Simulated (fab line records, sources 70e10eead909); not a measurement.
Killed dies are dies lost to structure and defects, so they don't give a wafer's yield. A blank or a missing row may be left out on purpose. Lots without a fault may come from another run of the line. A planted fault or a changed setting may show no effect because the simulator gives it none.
Which tool did it? | flow nand_harc | 14 lots, 42 wafers sampled, at 5 steps of a route of 1302

WHAT THE GAUGES READ, wafer by wafer
NHARC_THIN_TSV_CD_MEAS_37. Usual: cd_nm 4999.5 nm, standard deviation 2.4.
lot  | measured     | on        | cd_nm (nm)           | flag
L282 | day 25 16:44 | cd_sem-01 | 4998.7 4994.3 4996.4 |
L281 | day 25 17:37 | cd_sem-03 | 4999.5 5000.0 5000.6 |
L283 | day 26 09:27 | cd_sem-01 | 4997.9 4998.0 4995.6 |
L285 | day 27 07:52 | cd_sem-01 | 5000.2 4999.4 4999.9 |
L287 | day 27 20:46 | cd_sem-02 | 4999.9 4999.1 4999.8 |
L291 | day 28 18:52 | cd_sem-02 | 5000.4 4998.7 5000.3 |
L290 | day 28 19:40 | cd_sem-01 | 5001.4 4996.8 4998.8 |
L289 | day 29 01:14 | cd_sem-01 | 5002.4 4995.4 4999.5 |
L294 | day 30 10:11 | cd_sem-01 | 4999.5 5003.1 4996.8 |
L293 | day 30 10:47 | cd_sem-03 | 5002.0 5003.6 5001.0 |
L295 | day 30 20:59 | cd_sem-02 | 4999.7 5002.9 4996.3 |
L292 | day 31 05:01 | cd_sem-03 | 5000.8 4998.4 5001.1 |
L299 | day 33 06:38 | cd_sem-01 | 5003.9 4997.9 5000.9 |
L301 | day 33 17:07 | cd_sem-03 | 4996.4 5002.6 4998.6 |

NHARC_END_SORT_01. Usual: killed_at_array 62, standard deviation 15; killed_at_other 0.8, standard deviation 1; killed_at_periphery 3.7, standard deviation 2.6; killed_dies 66, standard deviation 15; killed_open 3.1, standard deviation 1.8; killed_short 2.6, standard deviation 1.7.
lot  | measured     | on        | killed_at_array | killed_at_other | killed_at_periphery | killed_dies | killed_open | killed_short | flag
L299 | day 33 15:49 | prober-02 | 308 318 312     | 0 0 3           | 2 1 4               | 310 319 319 | 2 6 3       | 1 1 2        | OFF
L301 | day 34 00:46 | prober-01 | 262 285 274     | 2 3 1           | 1 0 3               | 265 288 278 | 0 2 2       | 1 2 2        | OFF

WHICH TOOL RAN EACH LOT (tool, then ch and the chambers of the sampled wafers, then the start)
lot  | NHARC_A_BONDPAD_ECD_18         | NHARC_THIN_TSV_STRIP_62              | NHARC_THIN_TSV_PVD_51
L282 | ecd_cu-02 ch 1, day 24 19:19   | plasma_asher-01 ch 0, day 25 11:42   | pvd_sputter-02, day 25 16:44 or earlier
L281 | ecd_cu-01 ch 0,1, day 24 20:21 | plasma_asher-02 ch 0,1, day 25 12:53 | pvd_sputter-03, day 25 17:37 or earlier
L283 | ecd_cu-02 ch 0,1, day 25 11:35 | plasma_asher-02 ch 0,1, day 26 04:38 | pvd_sputter-03, day 26 09:27 or earlier
L285 | ecd_cu-02 ch 0,1, day 26 10:57 | plasma_asher-01 ch 0,1, day 27 03:11 | pvd_sputter-02, day 27 07:52 or earlier
L287 | ecd_cu-02 ch 0, day 26 23:36   | plasma_asher-01 ch 0,1, day 27 15:44 | pvd_sputter-01, day 27 20:46 or earlier
L291 | ecd_cu-02 ch 0,1, day 27 21:49 | plasma_asher-01 ch 0,1, day 28 14:09 | pvd_sputter-03, day 28 18:52 or earlier
L290 | ecd_cu-01 ch 0,1, day 27 22:43 | plasma_asher-01 ch 0, day 28 15:02   | pvd_sputter-02, day 28 19:40 or earlier
L289 | ecd_cu-02 ch 0,1, day 28 04:30 | plasma_asher-02 ch 0,1, day 28 20:29 | pvd_sputter-03, day 29 01:14 or earlier
L294 | ecd_cu-01 ch 0,1, day 29 12:44 | plasma_asher-02 ch 0,1, day 30 04:46 | pvd_sputter-01, day 30 10:11 or earlier
L293 | ecd_cu-02 ch 0,1, day 29 14:12 | plasma_asher-02 ch 0,1, day 30 06:00 | pvd_sputter-03, day 30 10:47 or earlier
L295 | ecd_cu-01 ch 0,1, day 30 00:11 | plasma_asher-01 ch 0,1, day 30 16:14 | pvd_sputter-01, day 30 20:59 or earlier
L292 | ecd_cu-02 ch 0,1, day 30 06:19 | plasma_asher-02 ch 0,1, day 31 00:17 | pvd_sputter-02, day 31 05:01 or earlier
L299 | ecd_cu-01 ch 0,1, day 32 09:50 | plasma_asher-01 ch 0,1, day 33 01:53 | pvd_sputter-02, day 33 06:38 or earlier
L301 | ecd_cu-01 ch 0,1, day 32 20:05 | plasma_asher-01 ch 0,1, day 33 12:12 | pvd_sputter-01, day 33 17:07 or earlier
- NHARC_A_BONDPAD_ECD_18: material Cu, target thk 400 nm.
- NHARC_THIN_TSV_STRIP_62: strips in N2/H2, time 20 s.
- NHARC_THIN_TSV_PVD_51: deposits Cu, target thk 100 nm.

WHAT THE TOOLS THEMSELVES READ (means of the sampled wafers that have a number; where no wafer has one, the mark that the record gives instead)
NHARC_THIN_TSV_STRIP_62. Usual: drypump_motor_current_A 6.20 A, standard deviation 0.21; heater_power_w 346 W, standard deviation 31.
lot  | tool            | drypump_motor_current_A (A) | heater_power_w (W) | flag
L282 | plasma_asher-01 | 5.85                        | 318                |
L281 | plasma_asher-02 | 6.41                        | 365                |
L283 | plasma_asher-02 | 6.35                        | 366                |
L285 | plasma_asher-01 | 5.98                        | 314                |
L287 | plasma_asher-01 | 6.06                        | 317                |
L291 | plasma_asher-01 | 5.98                        | 316                |
L290 | plasma_asher-01 | 5.86                        | 317                |
L289 | plasma_asher-02 | 6.35                        | 380                |
L294 | plasma_asher-02 | 6.40                        | 378                |
L293 | plasma_asher-02 | 6.39                        | 382                |
L295 | plasma_asher-01 | 5.98                        | 319                |
L292 | plasma_asher-02 | 6.44                        | 385                |
L299 | plasma_asher-01 | 5.98                        | 324                |
L301 | plasma_asher-01 | 6.08                        | 315                |

NHARC_THIN_TSV_PVD_51. Usual: throttle_valve_pct 30.5 %, standard deviation 0.89.
lot  | tool           | throttle_valve_pct (%) | flag
L282 | pvd_sputter-02 | 29.4                   |
L281 | pvd_sputter-03 | 30.4                   |
L283 | pvd_sputter-03 | 30.8                   |
L285 | pvd_sputter-02 | 29.7                   |
L287 | pvd_sputter-01 | 30.8                   |
L291 | pvd_sputter-03 | 31.2                   |
L290 | pvd_sputter-02 | 30.0                   |
L289 | pvd_sputter-03 | 31.0                   |
L294 | pvd_sputter-01 | 30.7                   |
L293 | pvd_sputter-03 | 30.7                   |
L295 | pvd_sputter-01 | 30.9                   |
L292 | pvd_sputter-02 | 29.9                   |
L299 | pvd_sputter-02 | 29.4                   |
L301 | pvd_sputter-01 | 29.9                   |

THE ANSWER, worked out from the rows above alone
Rule: a lot is off if the mean of its wafers that have a number lies more than 3 standard deviations from the usual mean. A lot without any number at a reading at which 4 lots or more have one is off too. The other lots that the step has rows for count as sound. The gauges are gone through in route order, then the tools' own readings, and for those a lot's mean is taken as printed above. The first step at which some lot is off is used, and at that step the reading that is off furthest; a lot without a number counts as furthest.
Off: L299, L301, at NHARC_END_SORT_01 (killed_at_array). Neither off nor sound, because the step has no rows for them: L282, L281, L283, L285, L287, L291, L290, L289, L294, L293, L295, L292.
A tool fits if, at a process step before that reading, it ran every lot that is off, and no sound lot after the first of them. The gauges at NHARC_END_SORT_01 are tried like those tools. NHARC_THIN_TSV_PVD_51 gives no start for some lots, so the hours and the order of its lots are those of NHARC_THIN_TSV_CD_MEAS_37. Can't be told from this: 2 tools fit, ecd_cu-01 at NHARC_A_BONDPAD_ECD_18, plasma_asher-01 at NHARC_THIN_TSV_STRIP_62.

WHAT THE SIMULATOR HAD PUT IN
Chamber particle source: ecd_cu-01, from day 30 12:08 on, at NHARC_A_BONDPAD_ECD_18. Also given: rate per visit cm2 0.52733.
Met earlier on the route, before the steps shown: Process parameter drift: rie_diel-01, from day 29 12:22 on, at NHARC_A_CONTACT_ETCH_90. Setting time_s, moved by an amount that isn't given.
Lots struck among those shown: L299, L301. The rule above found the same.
